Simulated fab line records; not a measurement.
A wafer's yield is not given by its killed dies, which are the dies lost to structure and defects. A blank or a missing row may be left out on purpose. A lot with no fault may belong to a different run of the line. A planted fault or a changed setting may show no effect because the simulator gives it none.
Matching of chambers + flow n5-finfet + rie-diel-01 running N5_GATE_CUT_ETCH_36: 4 sister chambers
The step etches SiARC in CF4, target depth 13 nm, time 21.7 s. 14 wafers are shown with their chamber, then 7 later ones without.

== WAFERS, EACH WITH ITS CHAMBER ==
| wafer  | chamber | showerhead-plenum-p-Torr (Torr) | throttle-valve-pct (%) | oes-product-au (a.u.) |
|--------|---------|---------------------------------|------------------------|-----------------------|
| L074.3 | 0       | 2.14                            | 15.89                  | 0.61                  |
| L074.5 | 1       | 2.20                            | 16.02                  | 0.61                  |
| L074.6 | 2       | 2.22                            | 15.64                  | 0.64                  |
| L077.1 | 3       | 2.17                            | 15.98                  | 0.67                  |
| L077.2 | 0       | 2.14                            | 15.91                  | 0.61                  |
| L077.3 | 1       | 2.20                            | 16.04                  | 0.61                  |
| L077.4 | 2       | 2.21                            | 15.66                  | 0.62                  |
| L077.5 | 3       | 2.17                            | 15.96                  | 0.67                  |
| L077.6 | 0       | 2.14                            | 15.92                  | 0.61                  |
| L081.2 | 3       | 2.17                            | 15.98                  | 0.67                  |
| L081.4 | 3       | 2.17                            | 15.97                  | 0.68                  |
| L081.6 | 1       | 2.20                            | 16.04                  | 0.61                  |
| L083.1 | 1       | 2.20                            | 16.05                  | 0.60                  |
| L083.2 | 2       | 2.21                            | 15.69                  | 0.62                  |

SIGNATURES (means of the wafers above)
| reading                  | chamber 0 | chamber 1 | chamber 2 | chamber 3 | scatter within a chamber |
|--------------------------|-----------|-----------|-----------|-----------|--------------------------|
| showerhead-plenum-p-Torr | 2.1400    | 2.2000    | 2.2133    | 2.1700    | 0.00258                  |
| throttle-valve-pct       | 15.9067   | 16.0375   | 15.6633   | 15.9725   | 0.0158                   |
| oes-product-au           | 0.6100    | 0.6075    | 0.6267    | 0.6725    | 0.00645                  |
Rule: for each reading, subtract the chamber's mean from the wafer's reading, divide by that reading's scatter and square the result; add these up over the readings and take the root, which gives the wafer's distance from the chamber. The wafer belongs to the nearest chamber; if the next one is less than 2 further off, it can't be placed. How the scatter is found: for the shown wafers, subtract from each reading the mean of its chamber, square and add these, divide the total by (wafers less chambers), then take the root.

== WAFERS WHOSE CHAMBER IS MISSING ==
| wafer  | showerhead-plenum-p-Torr (Torr) | throttle-valve-pct (%) | oes-product-au (a.u.) |
|--------|---------------------------------|------------------------|-----------------------|
| L083.3 | 2.14                            | 15.92                  | 0.61                  |
| L083.4 | 2.17                            | 15.99                  | 0.67                  |
| L083.5 | 2.20                            | 16.06                  | 0.60                  |
| L083.6 | 2.21                            | 15.66                  | 0.63                  |
| L095.3 | 2.19                            | 15.58                  | 0.81                  |
| L095.5 | 2.13                            | 15.97                  | 0.58                  |
| L095.6 | 2.19                            | 15.58                  | 0.81                  |

== EACH ONE'S CHAMBER ==
| wafer  | from the rows above | in truth                   |
|--------|---------------------|----------------------------|
| L083.3 | 0                   | 0                          |
| L083.4 | 3                   | 3                          |
| L083.5 | 1                   | 1                          |
| L083.6 | 2                   | 2                          |
| L095.3 | 2                   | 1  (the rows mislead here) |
| L095.5 | 0                   | 0                          |
| L095.6 | 2                   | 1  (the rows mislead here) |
5 of 7 placed correctly. From these rows, 0 cannot be placed. 2 placed wrongly.
